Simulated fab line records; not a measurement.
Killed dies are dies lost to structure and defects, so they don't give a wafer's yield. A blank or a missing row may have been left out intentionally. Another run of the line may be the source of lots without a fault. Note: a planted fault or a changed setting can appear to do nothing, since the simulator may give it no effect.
Which of the tools did it? ; flow n5-finfet ; 72 wafers from 24 lots sampled at 6 of the route's 1938 steps

== WHAT THE GAUGES READ, wafer by wafer ==
N5_BEOL_M2_CD_MEAS_18: pitch 36 nm, target cd 18 nm. Usual: cd-nm at 18.03 nm, with a standard deviation of 0.27.
lot;measured;on;cd-nm (nm);flag
L074;day 6 18:19;cd-sem-02;18.02 18.01 18.06;
L076;day 7 06:34;cd-sem-01;17.94 17.41 17.86;
L075;day 7 06:37;cd-sem-02;18.04 17.97 18.62;
L078;day 7 14:56;cd-sem-02;17.69 18.17 18.21;
L077;day 7 22:44;cd-sem-01;18.35 18.06 18.01;
L079;day 8 06:07;cd-sem-02;18.10 17.77 17.67;
L080;day 8 12:54;cd-sem-01;17.67 18.05 17.74;
L083;day 8 20:22;cd-sem-01;18.12 18.26 17.74;
L081;day 8 20:59;cd-sem-02;17.90 17.87 18.02;
L082;day 9 17:12;cd-sem-02;18.24 18.31 18.30;
L084;day 9 17:54;cd-sem-01;18.31 17.81 17.55;
L085;day 9 20:00;cd-sem-01;17.88 18.22 18.05;
L087;day 9 23:40;cd-sem-01;18.17 17.37 17.69;
L086;day 9 23:49;cd-sem-01;17.86 18.43 18.01;
L090;day 10 15:31;cd-sem-01;18.12 18.40 18.17;
L088;day 10 17:07;cd-sem-01;18.10 18.34 17.64;
L089;day 10 22:21;cd-sem-01;17.89 17.98 17.65;
L091;day 11 00:13;cd-sem-02;18.69 17.50 17.93;
L092;day 11 17:32;cd-sem-01;18.20 18.29 18.51;
L093;day 11 17:44;cd-sem-01;18.17 18.28 17.99;
L095;day 12 01:46;cd-sem-03;18.03 17.97 18.33;
L096;day 12 02:57;cd-sem-02;17.70 17.72 17.86;
L094;day 12 07:22;cd-sem-01;18.12 18.43 17.50;
L097;day 12 10:03;cd-sem-03;17.87 17.80 17.74;

N5_BEOL_M2_OCD_MEAS_38. Usual: trench-depth-nm at 55.5 nm, with a standard deviation of 0.82.
lot;measured;on;trench-depth-nm (nm);flag
L074;day 6 21:38;ocd-01;56.5 56.8 56.6;
L076;day 7 07:56;ocd-01;55.9 55.8 55.9;
L075;day 7 13:16;ocd-01;55.5 54.8 55.1;
L078;day 8 08:25;ocd-01;55.8 54.0 54.0;
L077;day 8 13:49;ocd-01;56.6 56.8 55.0;
L079;day 9 05:33;ocd-01;57.2 55.0 55.1;
L080;day 9 07:05;ocd-01;55.7 55.6 56.4;
L083;day 9 07:20;ocd-02;55.8 55.8 55.7;
L081;day 9 10:28;ocd-01;55.7 54.5 55.9;
L082;day 10 05:38;ocd-01;54.8 53.5 53.2;
L084;day 9 19:12;ocd-01;55.7 55.0 55.5;
L085;day 9 22:48;ocd-02;57.0 56.9 56.1;
L087;day 10 02:21;ocd-02;54.0 54.1 54.6;
L086;day 10 05:44;ocd-02;55.5 55.7 55.0;
L090;day 10 18:01;ocd-02;55.1 55.6 55.7;
L088;day 10 22:43;ocd-02;55.8 55.2 56.1;
L089;day 11 12:14;ocd-02;55.7 56.0 54.7;
L091;day 11 19:56;ocd-02;55.4 55.1 54.6;
L092;day 12 01:10;ocd-01;56.2 55.9 55.6;
L093;day 12 01:12;ocd-02;54.7 54.7 53.6;
L095;day 12 11:26;ocd-01;55.7 56.1 54.7;
L096;day 12 11:24;ocd-02;55.4 55.3 55.5;
L094;day 12 17:02;ocd-01;56.0 54.5 54.3;
L097;day 13 05:32;ocd-02;54.5 55.3 54.1;

== WHAT TOOL EACH LOT RAN ON (gives the tool, then ch and the chambers of the sampled wafers, and finally the start) ==
lot;N5_BEOL_M1_SURFACE_TREAT_85;N5_BEOL_M2_HM_OPEN_17;N5_BEOL_M2_ETCH_70;N5_BEOL_M2_TRENCH_ETCH_37
L074;pvd-sputter-03, day 6 13:19;rie-metal-01 ch 0, day 6 18:02;rie-diel-06 ch 1,3, day 6 21:16;rie-diel-06 ch 1,3, day 6 21:38 or earlier
L076;pvd-sputter-02, day 7 01:51;rie-metal-01 ch 0,1, day 7 06:23;rie-diel-01 ch 0,2, day 7 07:34;rie-diel-01 ch 0,2, day 7 07:56 or earlier
L075;pvd-sputter-03, day 7 02:05;rie-metal-02 ch 0,1, day 7 06:27;rie-diel-06 ch 0,2, day 7 12:53;rie-diel-06 ch 0,2, day 7 13:16 or earlier
L078;pvd-sputter-01, day 7 08:25;rie-metal-02 ch 0,1, day 7 14:45;rie-diel-03 ch 2,3, day 8 08:04;rie-diel-03 ch 2,3, day 8 08:25 or earlier
L077;pvd-sputter-01, day 7 18:15;rie-metal-02 ch 0,1, day 7 22:33;rie-diel-01 ch 0,2,3, day 8 13:27;rie-diel-01 ch 0,2,3, day 8 13:49 or earlier
L079;pvd-sputter-02, day 8 01:13;rie-metal-02 ch 0,1, day 8 05:55;rie-diel-06 ch 2,3, day 9 05:11;rie-diel-06 ch 2,3, day 9 05:33 or earlier
L080;pvd-sputter-02, day 8 05:41;rie-metal-01 ch 0,1, day 8 12:43;rie-diel-06 ch 1,3, day 9 06:44;rie-diel-06 ch 1,3, day 9 07:05 or earlier
L083;pvd-sputter-01, day 8 14:38;rie-metal-02 ch 0,1, day 8 20:11;rie-diel-01 ch 1,2, day 9 06:58;rie-diel-01 ch 1,2, day 9 07:20 or earlier
L081;pvd-sputter-03, day 8 14:52;rie-metal-02 ch 0,1, day 8 20:46;rie-diel-03 ch 2,3, day 9 10:06;rie-diel-03 ch 2,3, day 9 10:28 or earlier
L082;pvd-sputter-03, day 9 11:36;rie-metal-03 ch 0, day 9 17:01;rie-diel-03 ch 0,3, day 10 05:16;rie-diel-03 ch 0,3, day 10 05:38 or earlier
L084;pvd-sputter-01, day 9 13:32;rie-metal-02 ch 0,1, day 9 17:43;rie-diel-03 ch 0,1,2, day 9 18:50;rie-diel-03 ch 0,1,2, day 9 19:12 or earlier
L085;pvd-sputter-02, day 9 13:40;rie-metal-03 ch 0,1, day 9 19:46;rie-diel-01 ch 0,1,3, day 9 22:26;rie-diel-01 ch 0,1,3, day 9 22:48 or earlier
L087;pvd-sputter-02, day 9 16:47;rie-metal-03 ch 0,1, day 9 23:24;rie-diel-03 ch 0,1,2, day 10 01:59;rie-diel-03 ch 0,1,2, day 10 02:21 or earlier
L086;pvd-sputter-01, day 9 17:01;rie-metal-01 ch 0,1, day 9 23:37;rie-diel-06 ch 0,2,3, day 10 05:22;rie-diel-06 ch 0,2,3, day 10 05:44 or earlier
L090;pvd-sputter-02, day 10 09:38;rie-metal-03 ch 0,1, day 10 15:17;rie-diel-01 ch 0,2, day 10 17:40;rie-diel-01 ch 0,2, day 10 18:01 or earlier
L088;pvd-sputter-03, day 10 11:49;rie-metal-03 ch 0,1, day 10 16:46;rie-diel-06 ch 1,2,3, day 10 22:22;rie-diel-06 ch 1,2,3, day 10 22:43 or earlier
L089;pvd-sputter-03, day 10 15:50;rie-metal-01 ch 0, day 10 22:10;rie-diel-01 ch 1,2, day 11 11:53;rie-diel-01 ch 1,2, day 11 12:14 or earlier
L091;pvd-sputter-01, day 10 18:52;rie-metal-01 ch 1, day 11 00:02;rie-diel-01 ch 0,2, day 11 19:35;rie-diel-01 ch 0,2, day 11 19:56 or earlier
L092;pvd-sputter-03, day 11 11:10;rie-metal-02 ch 0,1, day 11 17:20;rie-diel-01 ch 0,1,2, day 12 00:49;rie-diel-01 ch 0,1,2, day 12 01:10 or earlier
L093;pvd-sputter-02, day 11 11:42;rie-metal-01 ch 0,1, day 11 17:34;rie-diel-03 ch 2,3, day 12 00:50;rie-diel-03 ch 2,3, day 12 01:12 or earlier
L095;pvd-sputter-03, day 11 17:30;rie-metal-02 ch 0,1, day 12 01:29;rie-diel-06 ch 0,3, day 12 11:05;rie-diel-06 ch 0,3, day 12 11:26 or earlier
L096;pvd-sputter-02, day 11 20:46;rie-metal-02 ch 0,1, day 12 02:46;rie-diel-01 ch 0,2, day 12 11:02;rie-diel-01 ch 0,2, day 12 11:24 or earlier
L094;pvd-sputter-02, day 12 01:50;rie-metal-02 ch 0,1, day 12 07:11;rie-diel-03 ch 0,1,2, day 12 16:40;rie-diel-03 ch 0,1,2, day 12 17:02 or earlier
L097;pvd-sputter-01, day 12 04:47;rie-metal-03 ch 0,1, day 12 09:49;rie-diel-03 ch 1,2, day 13 05:11;rie-diel-03 ch 1,2, day 13 05:32 or earlier
- N5_BEOL_M1_SURFACE_TREAT_85
- N5_BEOL_M2_HM_OPEN_17: chemistry Cl2/BCl3, target TiN, target depth 20 nm, overetch 6 nm.
- N5_BEOL_M2_ETCH_70: etches SOC in N2/H2, target depth 80 nm, overetch 24 nm, time 130 s.
- N5_BEOL_M2_TRENCH_ETCH_37: etches SiOC in C4F6/O2, target depth 55.555 nm, time 29.2 s.

== AS READ BY THE TOOLS THEMSELVES (means over the sampled wafers that have a number; for cases with no such wafer, the mark the record gives instead) ==
N5_BEOL_M2_HM_OPEN_17. Usual: bcl3-flow-sccm 21.74 sccm, standard deviation 0.065; drypump-motor-current-A 6.1 A, standard deviation 0.41; oes-product-au 0.65 a.u., standard deviation 0.064; rf-fwd-power-W 993 W, standard deviation 3.6; throttle-valve-pct 21.99 %, standard deviation 0.13.
lot;tool;bcl3-flow-sccm (sccm);drypump-motor-current-A (A);oes-product-au (a.u.);rf-fwd-power-W (W);throttle-valve-pct (%);flag
L074;rie-metal-01;21.74;5.8;0.78;991;21.92;
L076;rie-metal-01;21.70;5.4;0.71;993;21.87;
L075;rie-metal-02;21.73;6.4;0.64;996;21.94;
L078;rie-metal-02;21.76;6.4;0.62;993;21.96;
L077;rie-metal-02;21.70;6.4;0.62;993;21.95;
L079;rie-metal-02;21.79;6.4;0.62;992;21.96;
L080;rie-metal-01;21.66;5.6;0.75;988;21.89;
L083;rie-metal-02;21.78;6.4;0.63;991;21.95;
L081;rie-metal-02;21.77;6.4;0.64;991;21.94;
L082;rie-metal-03;21.73;6.1;0.56;988;22.31;
L084;rie-metal-02;21.70;6.4;0.61;991;21.96;
L085;rie-metal-03;21.61;6.1;0.62;989;22.18;
L087;rie-metal-03;21.74;6.0;0.66;995;22.08;
L086;rie-metal-01;21.84;5.5;0.69;993;21.88;
L090;rie-metal-03;21.74;6.0;0.66;991;22.09;
L088;rie-metal-03;21.71;6.1;0.60;990;22.20;
L089;rie-metal-01;21.78;5.7;0.74;990;21.94;
L091;rie-metal-01;21.77;5.3;0.65;996;21.87;
L092;rie-metal-02;21.75;6.4;0.60;991;21.98;
L093;rie-metal-01;21.75;5.4;0.67;993;21.90;
L095;rie-metal-02;21.71;6.4;0.59;996;21.99;
L096;rie-metal-02;21.77;6.4;0.62;990;21.97;
L094;rie-metal-02;21.63;6.5;0.60;993;21.99;
L097;rie-metal-03;21.72;6.1;0.61;992;22.19;

N5_BEOL_M2_ETCH_70. Usual: drypump-motor-current-A 5.8 A (standard deviation 0.43); h2-flow-sccm 200.0 sccm (standard deviation 0.63); oes-product-au 0.59 a.u. (standard deviation 0.052); rf-fwd-power-W 835.3 W (standard deviation 2.8); rf-vpp-V 524.2 V (standard deviation 2.5); showerhead-plenum-p-Torr 2.55 Torr (standard deviation 0.081); throttle-valve-pct 17.9 % (standard deviation 0.32).
lot;tool;drypump-motor-current-A (A);h2-flow-sccm (sccm);oes-product-au (a.u.);rf-fwd-power-W (W);rf-vpp-V (V);showerhead-plenum-p-Torr (Torr);throttle-valve-pct (%);flag
L074;rie-diel-06;5.6;199.6;0.62;833.6;522.8;2.50;17.9;
L076;rie-diel-01;5.8;199.9;0.58;835.2;525.1;2.60;18.1;
L075;rie-diel-06;6.1;200.6;0.56;830.9;524.2;2.54;17.9;
L078;rie-diel-03;5.3;200.1;0.54;831.6;522.5;2.50;17.9;
L077;rie-diel-01;5.8;200.3;0.62;839.0;523.6;2.54;17.9;
L079;rie-diel-06;6.3;200.5;0.57;836.0;523.7;2.54;17.9;
L080;rie-diel-06;5.5;199.8;0.61;835.1;524.4;2.53;17.8;
L083;rie-diel-01;5.7;200.2;0.57;834.2;524.5;2.59;17.6;
L081;rie-diel-03;5.5;199.8;0.56;833.6;524.1;2.58;17.9;
L082;rie-diel-03;5.4;200.3;0.52;834.6;521.9;2.47;18.1;
L084;rie-diel-03;5.8;199.6;0.59;834.1;526.8;2.65;17.8;
L085;rie-diel-01;5.7;199.8;0.63;836.2;523.4;2.51;17.7;
L087;rie-diel-03;5.8;199.6;0.58;836.5;527.7;2.65;17.8;
L086;rie-diel-06;6.0;199.6;0.57;834.7;523.1;2.54;17.9;
L090;rie-diel-01;5.6;199.9;0.60;836.4;523.6;2.54;18.2;
L088;rie-diel-06;6.0;200.5;0.58;835.0;522.5;2.51;18.0;
L089;rie-diel-01;5.8;200.2;0.54;835.7;526.2;2.60;18.0;
L091;rie-diel-01;5.6;199.6;0.59;834.4;523.8;2.53;18.3;
L092;rie-diel-01;5.6;199.6;0.57;837.1;524.4;2.55;18.0;
L093;rie-diel-03;5.5;200.1;0.55;835.3;524.2;2.57;17.9;
L095;rie-diel-06;5.7;200.1;0.56;836.0;524.3;2.55;17.8;
L096;rie-diel-01;5.6;200.6;0.58;837.7;523.3;2.53;18.3;
L094;rie-diel-03;5.8;200.4;0.64;836.1;526.7;2.64;17.7;
L097;rie-diel-03;5.8;199.9;0.60;835.3;527.5;2.66;17.6;

N5_BEOL_M2_TRENCH_ETCH_37. Usual: C4F6_flow_sccm 9.994 sccm, standard deviation 0.027; O2_flow_sccm 9.995 sccm, standard deviation 0.027; drypump-motor-current-A 5.8 A, standard deviation 0.43; oes-product-au 0.80 a.u., standard deviation 0.073; rf-fwd-power-W 349.7 W, standard deviation 1.8; rf-vpp-V 667 V, standard deviation 4.3; showerhead-plenum-p-Torr 2.86 Torr, standard deviation 0.086; throttle-valve-pct 20.9 %, standard deviation 0.31.
lot;tool;C4F6_flow_sccm (sccm);O2_flow_sccm (sccm);drypump-motor-current-A (A);oes-product-au (a.u.);rf-fwd-power-W (W);rf-vpp-V (V);showerhead-plenum-p-Torr (Torr);throttle-valve-pct (%);flag
L074;rie-diel-06;9.978;9.994;5.7;0.85;349.1;665;2.81;21.0;
L076;rie-diel-01;10.023;10.015;5.7;0.79;352.5;672;2.90;21.1;
L075;rie-diel-06;10.014;10.005;6.1;0.76;347.6;665;2.86;21.1;
L078;rie-diel-03;9.993;10.017;5.3;0.74;348.0;666;2.80;21.1;
L077;rie-diel-01;9.996;9.966;5.8;0.84;351.2;669;2.84;20.9;
L079;rie-diel-06;9.964;9.984;6.4;0.77;349.0;671;2.85;21.2;
L080;rie-diel-06;9.958;9.998;5.5;0.83;348.8;667;2.84;20.9;
L083;rie-diel-01;10.000;10.027;5.6;0.78;350.5;666;2.89;20.7;
L081;rie-diel-03;9.991;9.970;5.5;0.77;349.3;669;2.89;21.0;
L082;rie-diel-03;10.010;10.029;5.4;0.69;349.1;664;2.78;21.1;
L084;rie-diel-03;10.026;9.994;5.8;0.79;349.6;668;2.98;20.9;
L085;rie-diel-01;10.015;9.991;5.7;0.86;350.5;666;2.81;20.7;
L087;rie-diel-03;9.970;9.988;5.8;0.78;348.8;669;2.97;20.9;
L086;rie-diel-06;9.991;10.017;6.0;0.77;349.1;668;2.86;21.0;
L090;rie-diel-01;10.007;10.001;5.6;0.81;351.4;670;2.84;21.2;
L088;rie-diel-06;9.991;10.009;6.0;0.78;350.1;667;2.82;21.1;
L089;rie-diel-01;9.998;9.998;5.7;0.74;349.4;670;2.91;20.9;
L091;rie-diel-01;9.979;9.994;5.6;0.79;351.7;671;2.83;21.2;
L092;rie-diel-01;10.009;10.003;5.6;0.78;350.8;668;2.85;20.9;
L093;rie-diel-03;9.981;9.943;5.5;0.74;349.3;668;2.88;21.0;
L095;rie-diel-06;9.979;9.979;5.6;0.76;347.7;666;2.85;20.9;
L096;rie-diel-01;9.982;10.004;5.6;0.79;351.2;670;2.83;21.2;
L094;rie-diel-03;10.012;10.017;5.8;0.87;350.6;668;2.96;20.8;
L097;rie-diel-03;10.022;9.971;5.7;0.80;349.5;666;2.99;20.7;

== THE ANSWER, worked out from the rows above alone ==
Rule: lot off if the mean of its wafers having a number is beyond 3 standard deviations from the usual mean. A lot without any number at a reading at which 4 lots or more have one is off too. All remaining lots with rows at the step are treated as sound. The gauges are gone through in route order, then the tools' own readings, and for those a lot's mean is taken as printed above. At the first step where some lot is off, the reading lying furthest off is the one used; lots without a number count as furthest.
No lot is off on any of the readings shown, so nothing can be concluded from this.

== WHAT THE SIMULATOR PUT IN ==
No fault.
